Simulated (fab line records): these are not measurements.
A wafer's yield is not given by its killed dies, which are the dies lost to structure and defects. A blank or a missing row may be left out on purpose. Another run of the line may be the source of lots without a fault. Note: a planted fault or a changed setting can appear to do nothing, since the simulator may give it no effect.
fab line records    flow nand-harc
record lots=12  wafers=36  last-day=24
route steps=1159 shown P_GATE@182 END@1159
lots untouched by any fault: they come from a run of this same line in which no faults occurred
start-h: the number of hours between the record's first day and the start of the first shown wafer of the lot    wait-h: hours since the lot's step before    " repeats the value in the row above    L1.1+2: a row that stands for several wafers    - either no value or no given start    * or withheld: withheld    < > ~ a bound
route shown NAME@n: a module of which the file shows steps, and the number in the route of the first    usual: mean/standard deviation of fault-free wafers    same: alike in all rows    chamber/n: place in a boat    sites: readings site by site    _std_site: their standard deviation    _edge_site: outer sites' mean less inner sites'    radius-mm: for every site, how far away it sits from the centre of the wafer    mask NAME#n: copy n    behind: the most recent tool/chamber to have shaped the wafer    hold: why the lot was held/for how many hours/how that ended    device: transistor that didn't switch, given as n, p or np    end of line: tests run on the same wafers once the route is complete    a step with no rows: only its recipe    killed: dies lost to structure and defects at the first sort, not the wafer's yield    map: dies across one wafer; x = killed, . = not, _ = none there
set.NAME: the setting as run; set.NAME@STEP: as run at that earlier step    model.NAME: the simulator's own value behind a step, which no gauge read
a sample of lots followed through the steps of the route, with each step as a table and each wafer as a row
services: from which hour (start-h, from the record's first day; less than 0 if before it) a tool's chamber was out of use, for how many hours, and why
## steps
# step NHARC_P_GATE_EXPOSE_56
# recipe na=0.6  target-cd-nm=720  dose-mj=14.81  mask-id=P_PSD
lot.wafer   tool            chamber  start-h  wait-h  mask
L380.2+3+6  krf-scanner-01  0        101.65   -       P_PSD#0
L382.2+5+6  krf-scanner-01  0        117.89   -       P_PSD#0
L384.3+4+5  krf-scanner-01  0        127.52   -       P_PSD#0
L383.3+5+6  krf-scanner-01  0        129.12   -       P_PSD#0
L386.1+5+6  krf-scanner-01  0        134.46   -       P_PSD#0
L385.2+3+6  krf-scanner-01  0        135.42   -       P_PSD#0
L388.2+4+6  krf-scanner-01  0        156.52   -       P_PSD#0
L390.1+5+6  krf-scanner-01  0        169.07   -       P_PSD_R1#0
L400.1+3+5  krf-scanner-01  0        219.45   -       P_PSD#0
L401.3+5+6  krf-scanner-01  0        230.09   -       P_PSD#0
L402.1+2+3  krf-scanner-03  0        230.47   -       P_PSD#0
L403.2+3+5  krf-scanner-04  0        246.73   -       P_PSD#0
# step NHARC_P_GATE_CD_MEAS_59
# recipe target-cd-nm=720  landing-energy-ev=500
# usual cd-nm=719.2/1.2
lot.wafer  tool       chamber  start-h  wait-h  cd-nm
L380.2     cd-sem-01  0        101.81   -       718.7
L380.3     "          0        "        "       718.6
L380.6     "          0        "        "       718.3
L382.2     cd-sem-02  0        118.04   -       717.4
L382.5     "          0        "        "       718.9
L382.6     "          0        "        "       719.1
L384.3     cd-sem-03  0        127.68   -       722.7
L384.4     "          0        "        "       721.3
L384.5     "          0        "        "       721.2
L383.3     cd-sem-02  0        129.28   -       719.8
L383.5     "          0        "        "       720.1
L383.6     "          0        "        "       719.7
L386.1     cd-sem-02  0        134.62   -       719.9
L386.5     "          0        "        "       720.4
L386.6     "          0        "        "       719.3
L385.2     cd-sem-02  0        135.58   -       718.3
L385.3     "          0        "        "       718.9
L385.6     "          0        "        "       719.2
L388.2     cd-sem-01  0        156.67   -       717.5
L388.4     "          0        "        "       718.6
L388.6     "          0        "        "       718.2
L390.1     cd-sem-01  0        169.23   -       712.4
L390.5     "          0        "        "       711.8
L390.6     "          0        "        "       711.9
L400.1     cd-sem-03  0        219.61   -       721.1
L400.3     "          0        "        "       720.3
L400.5     "          0        "        "       721.3
L401.3     cd-sem-03  0        230.25   -       718.5
L401.5     "          0        "        "       717.9
L401.6     "          0        "        "       718.4
L402.1     cd-sem-01  0        230.63   -       717.4
L402.2     "          0        "        "       718.4
L402.3     "          0        "        "       717.7
L403.2     cd-sem-02  0        246.89   -       718.9
L403.3     "          0        "        "       720.6
L403.5     "          0        "        "       719.4
# step NHARC_P_GATE_DESCUM_61
# recipe time-s=3  o2-flow-sccm=200  ar-flow-sccm=0  bias-power-w=0  chemistry=O2
# usual drypump-motor-current-A=5.7/0.38  oes-product-au=1.000/0.0071  rf-vpp-V=57.8/0.88  showerhead-plenum-p-Torr=1.93/0.1  throttle-valve-pct=11.310/0.0089
# same time-s=3
lot.wafer  tool         chamber  start-h  wait-h  drypump-motor-current-A  oes-product-au  rf-hours-counter-h  rf-vpp-V  showerhead-plenum-p-Torr  throttle-valve-pct
L380.3     rie-diel-11  0        101.98   -       5.6                      1.001           15                  58.5      2.03                      11.302
L380.2     "            1        "        "       5.6                      1.000           15                  58.9      2.05                      11.308
L380.6     "            0        "        "       5.6                      0.998           -                   58.8      2.03                      11.312
L382.2     rie-diel-11  0        118.23   -       5.6                      1.002           19                  57.0      2.03                      11.312
L382.5     "            2        "        "       5.8                      0.997           -                   57.9      1.81                      11.319
L382.6     "            3        "        "       5.8                      0.997           -                   57.2      1.95                      11.284
L384.3     rie-diel-11  3        127.85   -       5.7                      0.993           20                  58.2      1.95                      11.340
L384.4     "            0        "        "       5.6                      0.996           20                  57.7      2.03                      11.308
L384.5     "            2        "        "       5.8                      1.009           -                   56.6      1.81                      11.308
L383.3     rie-diel-12  0        129.45   -       5.6                      1.000           28                  57.0      1.78                      11.304
L383.5     "            3        "        "       5.4                      1.003           -                   56.9      1.77                      11.312
L383.6     "            0        "        "       5.6                      0.995           -                   57.5      1.78                      11.317
L386.1     rie-diel-11  1        134.82   -       5.5                      0.989           21                  58.7      2.05                      11.312
L386.6     "            3        "        "       5.8                      0.988           -                   57.9      1.95                      11.297
L386.5     "            0        "        "       5.6                      0.989           -                   58.7      2.03                      11.309
L385.2     rie-diel-01  0        135.78   -       6.3                      0.991           57                  57.2      1.79                      11.309
L385.3     "            1        "        "       5.7                      0.993           65                  58.9      1.95                      11.315
L385.6     "            3        "        "       6.3                      1.002           -                   58.5      2.02                      11.306
L388.4     rie-diel-01  1        156.87   -       5.7                      0.989           3                   58.0      1.95                      11.297
L388.2     "            2        "        "       6.6                      0.986           3                   57.9      1.93                      11.307
L388.6     "            3        "        "       6.3                      1.002           -                   58.9      2.02                      11.316
L390.1     rie-diel-11  0        169.42   -       5.6                      0.996           30                  59.2      2.03                      11.303
L390.6     "            2        "        "       5.7                      1.002           -                   57.0      1.81                      11.305
L390.5     "            3        "        "       5.8                      0.997           -                   57.4      1.95                      11.313
L400.3     rie-diel-11  3        219.79   -       5.8                      1.003           4                   56.9      1.95                      11.296
L400.1     "            1        "        "       5.5                      1.003           4                   56.5      2.04                      11.318
L400.5     "            3        "        "       5.8                      1.009           -                   58.7      1.94                      11.312
L401.3     rie-diel-11  3        230.41   -       5.8                      1.001           5                   59.1      1.94                      11.305
L401.6     "            2        "        "       5.8                      1.014           -                   57.0      1.81                      11.313
L401.5     "            3        "        "       5.8                      1.002           -                   58.0      1.94                      11.314
L402.2     rie-diel-11  3        230.79   -       5.8                      0.996           5                   58.5      1.94                      11.305
L402.3     "            0        "        "       5.6                      0.994           6                   58.4      2.02                      11.299
L402.1     "            2        "        "       5.8                      0.993           5                   57.0      1.81                      11.326
L403.2     rie-diel-12  1        247.05   -       5.2                      1.004           12                  58.3      2.02                      11.317
L403.3     "            2        "        "       4.9                      0.999           10                  56.9      1.78                      11.297
L403.5     "            2        "        "       4.8                      1.010           -                   56.8      1.78                      11.300
# step NHARC_P_GATE_STRIP_112
# recipe power-w=1500  temp-c=110  time-s=200  chemistry=N2/H2
# usual drypump-motor-current-A=5.8/0.45  heater-power-w=95/8.9  temp-c=110.00/0.16
# same time-s=200
lot.wafer  tool             chamber  start-h  wait-h  drypump-motor-current-A  heater-power-w  rf-hours-counter-h  temp-c
L380.2     plasma-asher-02  1        102.38   0.2     5.2                      82              29                  110.02
L380.3     "                1        "        "       5.2                      83              -                   110.01
L380.6     "                1        "        "       5.2                      81              -                   110.07
L382.2     plasma-asher-02  1        118.61   0.2     5.2                      79              35                  109.87
L382.6     "                0        "        "       5.7                      91              -                   109.81
L382.5     "                1        "        "       5.2                      81              -                   109.78
L384.4     plasma-asher-02  0        128.42   0.3     5.7                      94              -                   110.19
L384.3     "                1        "        "       5.2                      81              -                   110.08
L384.5     "                0        "        "       5.7                      93              -                   110.18
L383.3     plasma-asher-01  0        129.93   0.3     6.4                      107             -                   109.86
L383.6     "                1        "        "       5.8                      100             -                   109.96
L383.5     "                0        "        "       6.5                      107             -                   110.07
L386.1     plasma-asher-02  0        135.16   0.2     5.7                      92              43                  109.91
L386.5     "                0        "        "       5.7                      95              -                   109.49
L386.6     "                1        "        "       5.2                      80              -                   110.07
L385.2     plasma-asher-01  0        136.17   0.2     6.5                      109             8                   109.91
L385.3     "                0        "        "       6.5                      106             -                   110.00
L385.6     "                1        "        "       5.8                      96              -                   110.02
L388.2     plasma-asher-01  0        157.24   0.2     6.5                      108             15                  109.98
L388.4     "                0        "        "       6.5                      106             -                   110.05
L388.6     "                0        "        "       6.5                      106             -                   110.12
L390.1     plasma-asher-02  1        169.81   0.2     5.2                      81              55                  109.84
L390.5     "                0        "        "       5.7                      93              -                   109.86
L390.6     "                1        "        "       5.2                      79              -                   109.70
L400.1     plasma-asher-01  1        220.20   0.2     5.8                      101             40                  110.05
L400.3     "                0        "        "       6.5                      107             -                   110.00
L400.5     "                1        "        "       5.8                      97              -                   110.12
L401.3     plasma-asher-01  1        230.90   0.3     5.8                      99              -                   110.05
L401.6     "                0        "        "       6.4                      105             -                   110.11
L401.5     "                1        "        "       5.8                      100             -                   110.08
L402.1     plasma-asher-02  0        231.16   0.2     5.7                      92              14                  110.16
L402.2     "                1        "        "       5.2                      88              14                  110.07
L402.3     "                1        "        "       5.2                      87              -                   109.97
L403.2     plasma-asher-02  1        247.47   0.2     5.2                      86              17                  109.95
L403.3     "                0        "        "       5.7                      93              -                   109.86
L403.5     "                0        "        "       5.7                      93              -                   109.95
# step NHARC_P_GATE_STRIP_76
# recipe power-w=1500  temp-c=250  chemistry=O2
# usual drypump-motor-current-A=5.8/0.46  heater-power-w=355/33  temp-c=250.02/0.16
lot.wafer  tool             chamber  start-h  wait-h  drypump-motor-current-A  heater-power-w  rf-hours-counter-h  temp-c
L380.2     plasma-asher-02  1        102.61   0.2     5.2                      296             30                  250.00
L380.3     "                1        "        "       5.2                      302             -                   250.02
L380.6     "                1        "        "       5.2                      305             -                   250.10
L382.2     plasma-asher-02  1        118.84   0.2     5.2                      300             36                  250.07
L382.6     "                0        "        "       5.7                      352             -                   249.78
L382.5     "                1        "        "       5.2                      304             -                   250.05
L384.4     plasma-asher-02  0        128.62   0.2     5.7                      351             -                   250.04
L384.3     "                1        "        "       5.2                      304             -                   250.06
L384.5     "                0        "        "       5.7                      356             -                   249.83
L383.3     plasma-asher-01  0        130.10   0.1     6.5                      395             -                   250.16
L383.6     "                1        "        "       5.8                      371             -                   250.33
L383.5     "                0        "        "       6.5                      395             -                   250.01
L386.1     plasma-asher-02  0        135.42   0.2     5.7                      342             43                  249.98
L386.5     "                0        "        "       5.7                      349             -                   250.11
L386.6     "                1        "        "       5.2                      304             -                   250.18
L385.2     plasma-asher-01  0        136.40   0.2     6.5                      394             9                   250.18
L385.3     "                0        "        "       6.5                      400             -                   250.06
L385.6     "                1        "        "       5.8                      372             -                   249.79
L388.2     plasma-asher-01  0        157.50   0.2     6.5                      395             15                  249.86
L388.4     "                0        "        "       6.4                      404             -                   249.97
L388.6     "                0        "        "       6.4                      404             -                   250.06
L390.1     plasma-asher-02  1        170.04   0.2     5.2                      310             55                  250.05
L390.5     "                0        "        "       5.7                      349             -                   250.43
L390.6     "                1        "        "       5.2                      301             -                   250.06
L400.1     plasma-asher-01  1        220.42   0.2     5.8                      373             40                  249.99
L400.3     "                0        "        "       6.5                      387             -                   250.06
L400.5     "                1        "        "       5.8                      367             -                   249.85
L401.3     plasma-asher-01  1        231.07   0.1     5.8                      364             -                   250.09
L401.6     "                0        "        "       6.5                      394             -                   249.83
L401.5     "                1        "        "       5.8                      371             -                   249.83
L402.1     plasma-asher-02  0        231.42   0.2     5.7                      342             14                  249.89
L402.2     "                1        "        "       5.2                      323             14                  250.15
L402.3     "                1        "        "       5.2                      315             -                   250.12
L403.2     plasma-asher-02  1        247.69   0.2     5.2                      328             18                  250.28
L403.3     "                0        "        "       5.8                      333             -                   249.98
L403.5     "                0        "        "       5.7                      339             -                   250.08
# step NHARC_END_SORT_01
# recipe temp-c=25
# usual killed-at-array=24/7.4  killed-at-other=0.5/0.81  killed-at-periphery=3.4/2.3  killed-dies=28/8  killed-open=3.4/1.8  killed-short=2.0/1.4
# same gross-dies=677
lot.wafer  tool       chamber  start-h  wait-h  killed-at-array  killed-at-other  killed-at-periphery  killed-dies  killed-open  killed-short
L390.1     prober-01  0        497.45   2.5     30               0                7                    37           3            1
L390.6     prober-01  0        501.49   4.0     27               0                7                    34           4            2
# killed by level:class
L390.1 A_SLIT:chamber-film-flake=12 P_ZERO_WELL:chamber-film-flake=5 A_CONTACT:chamber-film-flake=5 A_CHANNEL_HOLE_D1:chamber-film-flake=4 A_WL_FILL:chamber-film-flake=4 A_CONTACT:geometric-particle:open=2 A_STAIRCASE:chamber-film-flake=2 P_GATE:geometric-particle:short=1
L390.6 A_SLIT:chamber-film-flake=12 P_ZERO_WELL:chamber-film-flake=5 A_CHANNEL_HOLE_D1:chamber-film-flake=3 A_STAIRCASE:chamber-film-flake=3 A_CONTACT:geometric-particle:open=2 A_WL_FILL:chamber-film-flake=2 A_CHANNEL_FILL_D1:geometric-particle:open=1 A_WL_FILL:geometric-particle:short=1
## services
tool             chamber  start-h  hours  kind
krf-scanner-03   -        80.91    2.0    repair
krf-scanner-01   -        84.00    4.0    pm
rie-diel-12      2        94.19    3.5    repair
plasma-asher-01  -        99.00    9.0    pm
plasma-asher-01  0        99.00    9.0    vent-cycle
plasma-asher-01  1        99.00    9.0    vent-cycle
plasma-asher-01  0        108.00   -      clean
plasma-asher-01  1        108.00   -      clean
rie-diel-12      0        116.79   6.0    repair
krf-scanner-04   -        126.00   4.0    pm
rie-diel-01      -        137.80   9.0    pm
rie-diel-11      2        140.05   15.5   repair
krf-scanner-03   -        168.02   4.0    pm
plasma-asher-02  -        183.00   9.0    pm
plasma-asher-02  0        183.00   9.0    vent-cycle
plasma-asher-02  1        183.00   9.0    vent-cycle
rie-diel-11      -        189.50   9.0    pm
plasma-asher-02  0        192.00   -      clean
plasma-asher-02  1        192.00   -      clean
plasma-asher-02  -        197.29   1.3    repair
rie-diel-12      -        202.42   9.0    pm
krf-scanner-04   -        208.46   1.8    repair
rie-diel-11      2        242.59   42.5   repair
plasma-asher-02  -        242.83   1.2    repair
## key
first-sign step=NHARC_P_GATE_EXPOSE_56  reading=mask  direction=changed
effect step=NHARC_P_GATE_CD_MEAS_59  reading=cd-nm  direction=down  sigmas=6.1  usual=719.2  struck=712.0
met-at NHARC_P_GATE_EXPOSE_56
struck-lots L390
tester-left-out L390
not-acting-at NHARC_P_GATE_DESCUM_61,NHARC_P_GATE_STRIP_112,NHARC_P_GATE_STRIP_76
onset-between 156.52 169.07
fault kind=wrong-mask  tool=any  chamber=-  onset-h=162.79  steps=NHARC_P_GATE_EXPOSE_56  aux-copy=P_PSD_R1#0  cd-offset-nm=-7.4103  scope=struck-lots-only
# tester-left-out: of these lots the tester's yield and bins aren't shown, on N5 and GAA mostly nor the transistor test; their killed dies are dies lost to structure and defects alone, not to doping, threshold or leakage, so they don't give the yield
